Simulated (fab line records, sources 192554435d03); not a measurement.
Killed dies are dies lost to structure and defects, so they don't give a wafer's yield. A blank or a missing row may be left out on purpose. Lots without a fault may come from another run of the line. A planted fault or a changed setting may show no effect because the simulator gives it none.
Chamber matching | flow n5_finfet | N5_BEOL_M3_CO_CAP_55 on cvd_co-01: 3 sister chambers
The step material Co, precursor CCTBA/H2, target thk 2 nm, time 102.1 s. 6 wafers are shown with their chamber, then 11 later ones without.

WAFERS WITH THEIR CHAMBER
wafer  | chamber | heater_power_w (W)
L083.1 | 1       | 233
L083.5 | 2       | 240
L086.1 | 0       | 240
L086.3 | 1       | 238
L086.4 | 0       | 237
L093.2 | 2       | 250

WAFERS WITHOUT THEIR CHAMBER
wafer  | heater_power_w (W)
L093.4 | 235
L093.6 | 243
L095.1 | 230
L095.3 | 238
L095.6 | 243
L097.1 | 245
L097.3 | 240
L097.6 | 237
L096.1 | 236
L096.4 | 243
L096.5 | 243

WHICH CHAMBER EACH WENT THROUGH
wafer  | from the rows above          | in truth
L093.4 | can't be placed: 1 or 0      | 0
L093.6 | can't be placed: 2 or 0 or 1 | 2
L095.1 | can't be placed: 1 or 0      | 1
L095.3 | can't be placed: 0 or 1 or 2 | 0
L095.6 | can't be placed: 2 or 0 or 1 | 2
L097.1 | can't be placed: 2 or 0      | 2
L097.3 | can't be placed: 0 or 1 or 2 | 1
L097.6 | can't be placed: 0 or 1 or 2 | 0
L096.1 | can't be placed: 1 or 0 or 2 | 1
L096.4 | can't be placed: 2 or 0 or 1 | 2
L096.5 | can't be placed: 2 or 0 or 1 | 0
Placed correctly: 0 of 11. Can't be placed from these rows: 11 (the true chamber is among the candidates in 11). Placed wrongly: 0.
How it was worked out, from the rows above alone: a wafer's distance from a chamber is the root of the sum, over the readings, of the square of ((its reading less the chamber's mean) divided by the reading's scatter). The wafer belongs to the nearest chamber; if the next one is less than 2 further off, it can't be placed. A chamber's mean is the mean of its shown wafers. The scatter: the root of (the sum of the squares of (reading less its chamber's mean) over the shown wafers, divided by (wafers less chambers)).
